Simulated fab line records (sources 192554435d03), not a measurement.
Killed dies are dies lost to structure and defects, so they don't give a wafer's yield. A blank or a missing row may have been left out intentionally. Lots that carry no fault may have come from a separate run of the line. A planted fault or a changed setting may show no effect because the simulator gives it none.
fab line records	flow n5_finfet
record lots=7	wafers=39
route steps=1938 shown FIN_CUT@160 SD_EPI_N@278 HKMG_FIN@427 MOL_CONTACT_COAG@523
start_h: hours from the record's first day to the start of the lot's first wafer shown	wait_h: time in hours since the lot's previous step	" identical to the entry in the row above	L1.1+2: one row covering several wafers at once	- no value, or no start given	* or withheld: withheld	< > ~ a bound
route shown NAME@n: names a module that has steps shown in the file, with the first one's number in the route	usual: the fault-free wafers' mean and standard deviation	same: alike in all rows	chamber/n: place in a boat	sites: the reading at each site	_std_site: the standard deviation of these	_edge_site: the outer-site mean with the inner-site mean subtracted	radius_mm: how far each site lies from the wafer's centre	mask NAME#n: copy n	behind: the most recent tool/chamber to have shaped the wafer	hold: reason for holding the lot/hours on hold/outcome of the hold	device: the n, p or np transistor that did not switch	end of line: the tests these same wafers got at the end of their route	a step without rows: its recipe alone	killed: at the first sort, the dies lost to defects and structure; wafer yield is something else	map: a wafer's dies, x killed, . not, _ none there
set.NAME: the setting that was run; set.NAME@STEP: the one run at that earlier step	model.NAME: the simulator's own value behind a step, which no gauge read
lots with deliberately changed settings; one table per step, one row per wafer
## steps
# step N5_FIN_CUT_EXPOSE_05
# recipe mask_id=FIN_CUT	na=0.33	source_shape=annular	sigma_inner=0.35	sigma_outer=0.8	polarization=unpolarized	dose_mj=45.75
lot.wafer	tool	chamber	start_h	wait_h	mask	set.dose_mj
L078.1+3+6	euv_scanner-01	0	51.08	-	FIN_CUT#0	45.75
L078.2+4+5	"	0	"	"	FIN_CUT#0	42.8
L081.1+4+5	euv_scanner-02	0	70.49	-	FIN_CUT#0	45.75
L081.2+3+6	"	0	"	"	FIN_CUT#0	44.74
L085.1+2+3+4+5+6	euv_scanner-01	0	93.49	-	FIN_CUT#0	45.75
L087.1+2+3+4+5+6	euv_scanner-02	0	105.55	-	FIN_CUT#0	45.75
L093.1+2+3+4+5+6	euv_scanner-01	0	140.01	-	FIN_CUT#0	45.75
L096.1+2+4	euv_scanner-01	0	158.83	-	FIN_CUT#0	45.75
L097.1+2+5	euv_scanner-01	0	169.38	-	FIN_CUT#0	45.75
L097.3+4+6	"	0	"	"	FIN_CUT#0	42.84
# step N5_FIN_CUT_PEB_06
# recipe peb_temp_c=100	peb_time_s=60	resist=CAR-EUV
# step N5_FIN_CUT_DEVELOP_07
# recipe develop_time_s=30	developer=TMAH	resist=CAR-EUV	rinse_liquid=surfactant_rinse	dry=air_spin	dev_temp_c=23
# step N5_FIN_CUT_DESCUM_13
# recipe chemistry=O2	time_s=7	source_power_w=50	bias_power_w=20	pressure_mtorr=20	rf_frequency_hz=2.712e+07	temp_c=40	resist=CAR-EUV	o2_flow_sccm=225
# step N5_FIN_CUT_ETCH_30
# recipe chemistry=N2/H2	target=underlayer	target_depth_a=130	mask_material=CAR-EUV	time_s=10.4	ion_energy_ev=200	pressure_mtorr=30	source_w=840	bias_w=150	n2_flow_sccm=200	h2_flow_sccm=200	ends=cleared
lot.wafer	tool	chamber	start_h	wait_h	set.dose_mj@FIN_CUT_EXPOSE_05	model.FIN_CUT.cd_offset_nm
L078.1+3+6	rie_diel-06	3,2,2	51.44	0.0	45.75	0
L078.2+5	"	0,1	"	"	42.8	-1.2
L078.4	"	1	"	"	42.8	-1
L081.1	rie_diel-02	3	70.78	0.0	45.75	0
L081.2	"	0	"	"	44.74	-0.2
L081.3	"	1	"	"	44.74	0
L081.4	"	2	"	"	45.75	-0.2
L081.5	"	3	"	"	45.75	0.2
L081.6	"	0	"	"	44.74	-0.4
L085.1+4+6	rie_diel-03	0,3,2	93.78	0.0	45.75	0
L085.2	"	1	"	"	45.75	-0.4
L085.3+5	"	2,1	"	"	45.75	-0.2
L087.1+3+5+6	rie_diel-06	3,0,3,0	105.85	0.0	45.75	0
L087.2+4	"	1	"	"	45.75	0.2
L093.1+3+4+5+6	rie_diel-03	2,1,3,3,2	140.30	0.0	45.75	-0.4
L093.2	"	0	"	"	45.75	0
L096.1+4	rie_diel-02	0,1	159.12	0.0	45.75	-0.2
L096.2	"	1	"	"	45.75	0
L097.1+5	rie_diel-06	2	169.67	0.0	45.75	0
L097.2	"	1	"	"	45.75	-0.2
L097.3	"	3	"	"	42.84	-1.2
L097.4	"	3	"	"	42.84	-1
L097.6	"	1	"	"	42.84	-1.4
# step N5_SD_EPI_N_ETCH_45
# recipe chemistry=CH3F/O2	target=SiOCN	target_depth_a=60	mask_material=SOC	ion_energy_ev=60	bias_w=29	pressure_mtorr=15	source_w=410	Ar_flow_sccm=150	CH3F_flow_sccm=30	O2_flow_sccm=20
lot.wafer	tool	chamber	start_h	wait_h	set.target_depth_a	model.etch.depth_nm
L078.1	rie_diel-05	0	75.78	0.1	60	6.084
L078.2	"	2	"	"	55.99	5.223
L078.3	"	3	"	"	60	5.655
L078.4	"	1	"	"	60	6.207
L078.5	"	2	"	"	55.99	5.192
L078.6	"	1	"	"	55.99	5.732
L081.1	rie_diel-04	2	93.35	0.1	52.91	5.142
L081.2	"	1	"	"	52.91	5.298
L081.3	"	3	"	"	60	6.021
L081.4	"	3	"	"	60	6.006
L081.5	"	2	"	"	52.91	5.141
L081.6	"	1	"	"	60	6.013
L085.1	rie_diel-04	0	115.84	0.1	60	5.881
L085.2	"	1	"	"	63.7	6.393
L085.3	"	3	"	"	60	6.167
L085.4	"	3	"	"	63.7	6.546
L085.5	"	0	"	"	63.7	6.262
L085.6	"	1	"	"	60	6.039
L087.1	rie_diel-04	3	127.73	0.1	63.09	6.487
L087.2	"	2	"	"	60	6.048
L087.3	"	0	"	"	60	5.772
L087.4	"	1	"	"	60	5.953
L087.5	"	2	"	"	63.09	6.4
L087.6	"	3	"	"	63.09	6.47
L093.1	rie_diel-01	1	161.36	0.1	60	5.844
L093.2	"	2	"	"	55.28	5.552
L093.3	"	3	"	"	55.28	5.601
L093.4	"	0	"	"	60	6.026
L093.5	"	3	"	"	60	6.018
L093.6	"	0	"	"	55.28	5.498
L096.1	rie_diel-05	0	181.19	0.1	60	6.014
L096.2	"	3	"	"	60	5.975
L096.4	"	1	"	"	60	6.032
L097.1	rie_diel-01	2	192.00	0.1	60	5.877
L097.2	"	3	"	"	53.34	5.315
L097.3	"	0	"	"	53.34	5.314
L097.4	"	1	"	"	60	5.776
L097.5	"	0	"	"	60	5.954
L097.6	"	1	"	"	53.34	5.088
# step N5_SD_EPI_N_EPI_21
# recipe material=Si:P	dopant=P	temp_c=680	pressure_torr=255	time_s=690
lot.wafer	tool	chamber	start_h	wait_h	set.time_s	model.Si-P_of_SD_EPI_N_EPI_21.thk_nm
L078.1	epi_rpcvd-01	0	77.35	0.3	585	52.8
L078.2+5	"	0	"	"	690	59.8
L078.3	"	0	"	"	690	60
L078.4	"	0	"	"	585	53.2
L078.6	"	0	"	"	585	52.2
L081.1	epi_rpcvd-02	0	94.51	0.1	690	60.2
L081.2	"	0	"	"	761.3	64.6
L081.3	"	0	"	"	690	60.4
L081.4+6	"	0	"	"	761.3	64.2
L081.5	"	0	"	"	690	60
L085.1	epi_rpcvd-02	0	117.17	0.2	551.1	51.2
L085.2	"	0	"	"	551.1	51.6
L085.3	"	0	"	"	690	59.2
L085.4	"	0	"	"	551.1	51.4
L085.5	"	0	"	"	690	60.6
L085.6	"	0	"	"	690	59.6
L087.1+5	epi_rpcvd-02	0	129.07	0.2	690	59
L087.2	"	0	"	"	738	62
L087.3	"	0	"	"	690	59.8
L087.4	"	0	"	"	738	61.2
L087.6	"	0	"	"	738	61.8
L093.1	epi_rpcvd-02	0	162.70	0.2	690	58.8
L093.2	"	0	"	"	690	59.6
L093.3+4+5	"	0	"	"	690	59
L093.6	"	0	164.57	1.9	690	59.2
L096.1+4	epi_rpcvd-02	0	182.53	0.2	690	59.6
L096.2	"	0	"	"	690	58
L097.1+2	epi_rpcvd-03	0	193.15	0.1	690	60.6
L097.3	"	0	"	"	747	63.8
L097.4	"	0	"	"	747	63.4
L097.5	"	0	"	"	747	63.2
L097.6	"	0	"	"	690	59.4
# step N5_SD_EPI_N_EPI_MEAS_23
# recipe mode=xrd
# usual thk_nm=59.0/1.2
lot.wafer	tool	chamber	start_h	wait_h	set.time_s@SD_EPI_N_EPI_21	thk_nm
L078.1	film_metro-01	-	80.38	2.6	585	55.2
L078.2	"	-	"	"	690	58.6
L078.3	"	-	"	"	690	60.7
L078.4	"	-	"	"	585	51.6
L078.5	"	-	"	"	690	59.0
L078.6	"	-	"	"	585	51.7
L081.1	film_metro-01	-	96.22	1.4	690	60.0
L081.2	"	-	"	"	761.3	63.8
L081.3	"	-	"	"	690	61.2
L081.4	"	-	"	"	761.3	63.9
L081.5	"	-	"	"	690	60.2
L081.6	"	-	"	"	761.3	64.6
L085.1	film_metro-02	-	119.45	1.9	551.1	50.8
L085.2	"	-	"	"	551.1	51.3
L085.3	"	-	"	"	690	59.9
L085.4	"	-	"	"	551.1	50.7
L085.5	"	-	"	"	690	61.3
L085.6	"	-	"	"	690	59.7
L087.1	film_metro-01	-	131.36	1.9	690	58.5
L087.2	"	-	"	"	738	61.2
L087.3	"	-	"	"	690	61.3
L087.4	"	-	"	"	738	62.4
L087.5	"	-	"	"	690	60.9
L087.6	"	-	"	"	738	61.5
L093.1	film_metro-01	-	164.98	1.9	690	58.7
L093.2	"	-	"	"	690	61.0
L093.3	"	-	"	"	690	58.6
L093.4	"	-	"	"	690	58.9
L093.5	"	-	"	"	690	58.5
L093.6	"	-	"	"	690	59.9
L096.1	film_metro-01	-	184.81	1.9	690	59.1
L096.2	"	-	"	"	690	57.2
L096.4	"	-	"	"	690	58.2
L097.1	film_metro-02	-	194.87	1.4	690	60.4
L097.2	"	-	"	"	690	60.1
L097.3	"	-	"	"	747	65.4
L097.4	"	-	"	"	747	63.5
L097.5	"	-	"	"	747	63.7
L097.6	"	-	"	"	690	57.9
# step N5_HKMG_FIN_EXPOSE_09
# recipe mask_id=NWFM	na=1.35	source_shape=conventional	sigma_outer=0.8	polarization=unpolarized	dose_mj=39.25
lot.wafer	tool	chamber	start_h	wait_h	mask	set.dose_mj
L078.1+2+4	arfi_scanner-01	0	101.84	-	NWFM#0	39.25
L078.3+5+6	"	0	"	"	NWFM#0	41.68
L081.1+2+3+4+5+6	arfi_scanner-01	0	118.35	-	NWFM#0	39.25
L085.1+2+3	arfi_scanner-01	0	143.14	-	NWFM#0	37.67
L085.4+5+6	"	0	"	"	NWFM#0	39.25
L087.1+3+4	arfi_scanner-02	0	152.76	-	NWFM#0	36.18
L087.2+5+6	"	0	"	"	NWFM#0	39.25
L093.1+2+3	arfi_scanner-03	0	186.88	-	NWFM#0	39.25
L093.4+5+6	"	0	"	"	NWFM#0	42.33
L096.1+2+4	arfi_scanner-02	0	209.59	-	NWFM#0	39.25
L097.1+2+3+4+5+6	arfi_scanner-03	0	217.65	-	NWFM#0	39.25
# step N5_HKMG_FIN_PEB_10
# recipe peb_temp_c=withheld	peb_time_s=60	resist=CAR-ArF
# step N5_HKMG_FIN_DEVELOP_11
# recipe develop_time_s=30	developer=TMAH	resist=CAR-ArF	dev_temp_c=23	rinse_liquid=diw	dry=air_spin
# step N5_HKMG_FIN_CD_MEAS_12
# recipe target_cd_nm=92.8	landing_energy_ev=500	detector=se_inlens
# usual cd_nm=92.7/0.87
lot.wafer	tool	chamber	start_h	wait_h	set.dose_mj@HKMG_FIN_EXPOSE_09	cd_nm
L078.1	cd_sem-02	0	101.96	-	39.25	92.7
L078.2	"	0	"	"	39.25	93.9
L078.3	"	0	"	"	41.68	97.3
L078.4	"	0	"	"	39.25	94.1
L078.5	"	0	"	"	41.68	96.1
L078.6	"	0	"	"	41.68	96.9
L081.1	cd_sem-02	0	118.48	-	39.25	92.5
L081.2	"	0	"	"	39.25	93.1
L081.3	"	0	"	"	39.25	92.4
L081.4	"	0	"	"	39.25	91.8
L081.5	"	0	"	"	39.25	92.8
L081.6	"	0	"	"	39.25	92.1
L085.1	cd_sem-02	0	143.26	-	37.67	90.4
L085.2	"	0	"	"	37.67	89.8
L085.3	"	0	"	"	37.67	89.9
L085.4	"	0	"	"	39.25	92.9
L085.5	"	0	"	"	39.25	92.4
L085.6	"	0	"	"	39.25	92.2
L087.1	cd_sem-02	0	152.89	-	36.18	86.1
L087.2	"	0	"	"	39.25	92.1
L087.3	"	0	"	"	36.18	87.3
L087.4	"	0	"	"	36.18	85.5
L087.5	"	0	"	"	39.25	92.5
L087.6	"	0	"	"	39.25	91.5
L093.1	cd_sem-01	0	187.00	-	39.25	92.5
L093.2	"	0	"	"	39.25	91.7
L093.3	"	0	"	"	39.25	92.6
L093.4	"	0	"	"	42.33	97.2
L093.5	"	0	"	"	42.33	96.4
L093.6	"	0	"	"	42.33	97.5
L096.1	cd_sem-02	0	209.72	-	39.25	92.5
L096.2	"	0	"	"	39.25	92.2
L096.4	"	0	"	"	39.25	91.6
L097.1	cd_sem-03	0	217.77	-	39.25	91.1
L097.2	"	0	"	"	39.25	91.1
L097.3	"	0	"	"	39.25	91.7
L097.4	"	0	"	"	39.25	91.6
L097.5	"	0	"	"	39.25	92.1
L097.6	"	0	"	"	39.25	92.0
# step N5_HKMG_FIN_ALD_71
# recipe material=TiN	target_thk_a=10	temp_c=400	ald_precursor_family=TiCl4	ald_co_reactant=NH3	pulse_time_s=1	purge_time_s=3	co_reactant_purge_time_s=2	co_reactant_pulse_time_s=2	ald_cycles=47	pressure_torr=3
# step N5_HKMG_FIN_COAT_66
# recipe resist=SOC	temp_c=250	time_s=60	spin_rpm=1500	resist_thk_nm=300
# step N5_HKMG_FIN_ETCH_67
# recipe chemistry=N2/H2	target=SOC	target_depth_a=3889	stop_on=TiN	ion_energy_ev=100	bias_w=61	pressure_mtorr=30	source_w=850	n2_flow_sccm=200	h2_flow_sccm=200
lot.wafer	tool	chamber	start_h	wait_h	set.dose_mj@HKMG_FIN_EXPOSE_09	model.HKMG_FIN.cd_nm
L078.1	rie_diel-04	1	104.59	-	39.25	96
L078.2	"	2	"	"	39.25	97.4
L078.3	"	0	"	"	41.68	100.6
L078.4	"	0	"	"	39.25	97.8
L078.5	"	1	"	"	41.68	99
L078.6	"	2	"	"	41.68	101
L081.1	rie_diel-05	0	121.14	-	39.25	96
L081.2	"	3	"	"	39.25	99
L081.3+4+5	"	1,2,0	"	"	39.25	97.4
L081.6	"	1	"	"	39.25	96.8
L085.1	rie_diel-05	1	145.79	-	37.67	93.6
L085.2	"	2	"	"	37.67	96.6
L085.3	"	3	"	"	37.67	96.2
L085.4+5	"	0	"	"	39.25	97.4
L085.6	"	3	"	"	39.25	96.8
L087.1	rie_diel-01	0	155.55	-	36.18	91
L087.2+5	"	2,1	"	"	39.25	97.4
L087.3	"	1	"	"	36.18	92.4
L087.4	"	3	"	"	36.18	92
L087.6	"	2	"	"	39.25	96.4
L093.1	rie_diel-04	2	189.49	-	39.25	98
L093.2	"	1	"	"	39.25	95.8
L093.3	"	3	"	"	39.25	97.4
L093.4	"	0	"	"	42.33	102
L093.5	"	2	"	"	42.33	101.4
L093.6	"	1	"	"	42.33	102.4
L096.1+2	rie_diel-04	0,1	212.38	-	39.25	96.4
L096.4	"	3	"	"	39.25	96.6
L097.1	rie_diel-04	1	220.26	-	39.25	96.8
L097.2	"	0	"	"	39.25	95.6
L097.3	"	2	"	"	39.25	99
L097.4+6	"	3,2	"	"	39.25	97
L097.5	"	1	"	"	39.25	97.8
# step N5_MOL_CONTACT_COAG_EXPOSE_05
# recipe mask_id=CA	na=0.33	source_shape=annular	sigma_inner=0.4	sigma_outer=0.8	polarization=unpolarized	defocus_nm=0	dose_mj=38.25
lot.wafer	tool	chamber	start_h	wait_h	mask	set.dose_mj
L078.1+2+3+4+5+6	euv_scanner-01	0	114.50	-	CA#0	38.25
L081.1+2+6	euv_scanner-01	0	130.60	-	CA#0	40.81
L081.3+4+5	"	0	"	"	CA#0	38.25
L085.1+2+3+4+5+6	euv_scanner-02	0	155.32	-	CA#0	38.25
L087.1+3+6	euv_scanner-01	0	165.73	-	CA#0	38.25
L087.2+4+5	"	0	"	"	CA#0	40.6
L093.1+2+4	euv_scanner-02	0	199.70	-	CA#0	38.25
L093.3+5+6	"	0	"	"	CA#0	40.18
L096.1+2+4	euv_scanner-01	0	221.67	-	CA#0	38.25
L097.1+3+6	euv_scanner-01	0	229.72	-	CA#0	38.25
L097.2+4+5	"	0	"	"	CA#0	41.12
# step N5_MOL_CONTACT_COAG_PEB_06
# recipe peb_temp_c=100	peb_time_s=60	resist=CAR-EUV
# step N5_MOL_CONTACT_COAG_DEVELOP_07
# recipe develop_time_s=30	developer=TMAH	resist=CAR-EUV	rinse_liquid=surfactant_rinse	dry=air_spin	dev_temp_c=23
# step N5_MOL_CONTACT_COAG_CD_MEAS_08
# recipe target_cd_nm=28	landing_energy_ev=500	detector=se_inlens	polarity=opening
# usual cd_nm=27.95/0.3
lot.wafer	tool	chamber	start_h	wait_h	set.dose_mj@MOL_CONTACT_COAG_EXPOSE_05	cd_nm
L078.1	cd_sem-03	0	114.63	-	38.25	27.89
L078.2	"	0	"	"	38.25	27.92
L078.3	"	0	"	"	38.25	28.12
L078.4	"	0	"	"	38.25	28.23
L078.5	"	0	"	"	38.25	28.00
L078.6	"	0	"	"	38.25	28.42
L081.1	cd_sem-01	0	130.73	-	40.81	29.24
L081.2	"	0	"	"	40.81	28.88
L081.3	"	0	"	"	38.25	27.77
L081.4	"	0	"	"	38.25	27.80
L081.5	"	0	"	"	38.25	27.47
L081.6	"	0	"	"	40.81	28.99
L085.1	cd_sem-01	0	155.45	-	38.25	28.34
L085.2	"	0	"	"	38.25	27.72
L085.3	"	0	"	"	38.25	28.00
L085.4	"	0	"	"	38.25	27.70
L085.5	"	0	"	"	38.25	28.16
L085.6	"	0	"	"	38.25	27.89
L087.1	cd_sem-01	0	165.86	-	38.25	27.84
L087.2	"	0	"	"	40.6	29.06
L087.3	"	0	"	"	38.25	27.99
L087.4	"	0	"	"	40.6	29.08
L087.5	"	0	"	"	40.6	28.93
L087.6	"	0	"	"	38.25	27.91
L093.1	cd_sem-02	0	199.83	-	38.25	27.76
L093.2	"	0	"	"	38.25	27.69
L093.3	"	0	"	"	40.18	28.93
L093.4	"	0	"	"	38.25	28.05
L093.5	"	0	"	"	40.18	29.13
L093.6	"	0	"	"	40.18	29.15
L096.1	cd_sem-03	0	221.80	-	38.25	28.52
L096.2	"	0	"	"	38.25	28.28
L096.4	"	0	"	"	38.25	28.04
L097.1	cd_sem-02	0	229.85	-	38.25	27.60
L097.2	"	0	"	"	41.12	29.65
L097.3	"	0	"	"	38.25	28.00
L097.4	"	0	"	"	41.12	29.76
L097.5	"	0	"	"	41.12	28.92
L097.6	"	0	"	"	38.25	27.53
# step N5_MOL_CONTACT_COAG_DESCUM_13
# recipe chemistry=O2	time_s=7	source_power_w=50	bias_power_w=20	pressure_mtorr=20	rf_frequency_hz=2.712e+07	temp_c=40	resist=CAR-EUV	o2_flow_sccm=225
# step N5_MOL_CONTACT_COAG_ETCH_59
# recipe chemistry=N2/H2	target=underlayer	target_depth_a=130	mask_material=CAR-EUV	time_s=10.4	ion_energy_ev=200	pressure_mtorr=30	source_w=840	bias_w=150	n2_flow_sccm=200	h2_flow_sccm=200	ends=cleared
lot.wafer	tool	chamber	start_h	wait_h	set.dose_mj@MOL_CONTACT_COAG_EXPOSE_05	model.MOL_CONTACT_COAG.cd_offset_nm
L078.1+2	rie_diel-04	0,1	114.79	0.0	38.25	0
L078.3+4+6	"	3,3,1	"	"	38.25	0.2
L078.5	"	0	"	"	38.25	-0.2
L081.1+6	rie_diel-01	1,3	131.31	0.0	40.81	1.2
L081.2	"	2	"	"	40.81	0.8
L081.3+5	"	3,2	"	"	38.25	-0.4
L081.4	"	0	"	"	38.25	-0.2
L085.1+2+4+5+6	rie_diel-04	2,1,3,1,2	156.12	0.0	38.25	0
L085.3	"	0	"	"	38.25	-0.4
L087.1	rie_diel-04	1	166.20	0.0	38.25	0.4
L087.2+4	"	2,0	"	"	40.6	1.2
L087.3	"	3	"	"	38.25	0
L087.5	"	2	"	"	40.6	0.8
L087.6	"	3	"	"	38.25	0.2
L093.1+4	rie_diel-04	0,2	200.16	0.0	38.25	0
L093.2	"	1	"	"	38.25	0.2
L093.3	"	3	"	"	40.18	1.2
L093.5	"	2	"	"	40.18	1
L093.6	"	3	"	"	40.18	1.4
L096.1	rie_diel-04	0	221.97	0.0	38.25	0
L096.2	"	1	"	"	38.25	0.2
L096.4	"	2	"	"	38.25	-0.2
L097.1	rie_diel-05	1	230.04	0.0	38.25	-0.4
L097.2+5	"	0	"	"	41.12	1.2
L097.3	"	2	"	"	38.25	-0.2
L097.4	"	3	"	"	41.12	1.8
L097.6	"	1	"	"	38.25	-0.6
# step N5_MOL_CONTACT_COAG_ETCH_105
# recipe chemistry=CF4	target=SiARC	target_depth_a=156	mask_material=CAR-EUV	time_s=26	ion_energy_ev=80	pressure_mtorr=40	source_w=545	bias_w=36	Ar_flow_sccm=100	cf4_flow_sccm=100	ends=cleared
lot.wafer	tool	chamber	start_h	wait_h	set.dose_mj@MOL_CONTACT_COAG_EXPOSE_05	model.MOL_CONTACT_COAG.cd_offset_nm
L078.1+5	rie_diel-04	0	114.81	0.0	38.25	0
L078.2	"	1	"	"	38.25	-0.2
L078.3+4+6	"	3,3,1	"	"	38.25	0.2
L081.1	rie_diel-01	1	131.33	0.0	40.81	1.4
L081.2	"	2	"	"	40.81	0.8
L081.3+5	"	3,2	"	"	38.25	-0.4
L081.4	"	0	"	"	38.25	0
L081.6	"	3	"	"	40.81	1
L085.1+4+6	rie_diel-04	2,3,2	156.14	0.0	38.25	0
L085.2	"	1	"	"	38.25	-0.2
L085.3	"	0	"	"	38.25	-0.6
L085.5	"	1	"	"	38.25	-0.4
L087.1+6	rie_diel-04	1,3	166.22	0.0	38.25	0.2
L087.2	"	2	"	"	40.6	1.4
L087.3	"	3	"	"	38.25	0
L087.4	"	0	"	"	40.6	1.2
L087.5	"	2	"	"	40.6	1
L093.1+2+4	rie_diel-04	0,1,2	200.18	0.0	38.25	0
L093.3+5	"	3,2	"	"	40.18	1
L093.6	"	3	"	"	40.18	1.4
L096.1+4	rie_diel-04	0,2	221.99	0.0	38.25	0
L096.2	"	1	"	"	38.25	0.2
L097.1	rie_diel-05	1	230.06	0.0	38.25	-0.4
L097.2+5	"	0	"	"	41.12	1.2
L097.3	"	2	"	"	38.25	0
L097.4	"	3	"	"	41.12	1.6
L097.6	"	1	"	"	38.25	-0.6
## key
split step=N5_FIN_CUT_EXPOSE_05	setting=dose_mj	stated=45.75	by=wafer
response step=N5_FIN_CUT_ETCH_30	reading=model.FIN_CUT.cd_offset_nm	change=+0.172	per=1%	r=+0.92
split step=N5_SD_EPI_N_ETCH_45	setting=target_depth_a	stated=60	by=wafer
response step=N5_SD_EPI_N_ETCH_45	reading=model.etch.depth_nm	change=+0.0667	per=1%	r=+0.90
split step=N5_SD_EPI_N_EPI_21	setting=time_s	stated=690	by=wafer
response step=N5_SD_EPI_N_EPI_21	reading=model.Si-P_of_SD_EPI_N_EPI_21.thk_nm	change=+0.423	per=1%	r=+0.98
response step=N5_SD_EPI_N_EPI_MEAS_23	reading=thk_nm	change=*	per=1%	r=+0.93
split step=N5_HKMG_FIN_EXPOSE_09	setting=dose_mj	stated=39.25	by=wafer
response step=N5_HKMG_FIN_CD_MEAS_12	reading=cd_nm	change=+0.632	per=1%	r=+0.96
response step=N5_HKMG_FIN_ETCH_67	reading=model.HKMG_FIN.cd_nm	change=+0.597	per=1%	r=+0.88
split step=N5_MOL_CONTACT_COAG_EXPOSE_05	setting=dose_mj	stated=38.25	by=wafer
response step=N5_MOL_CONTACT_COAG_CD_MEAS_08	reading=cd_nm	change=+0.214	per=1%	r=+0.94
response step=N5_MOL_CONTACT_COAG_ETCH_59	reading=model.MOL_CONTACT_COAG.cd_offset_nm	change=+0.206	per=1%	r=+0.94
response step=N5_MOL_CONTACT_COAG_ETCH_105	reading=model.MOL_CONTACT_COAG.cd_offset_nm	change=+0.205	per=1%	r=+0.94
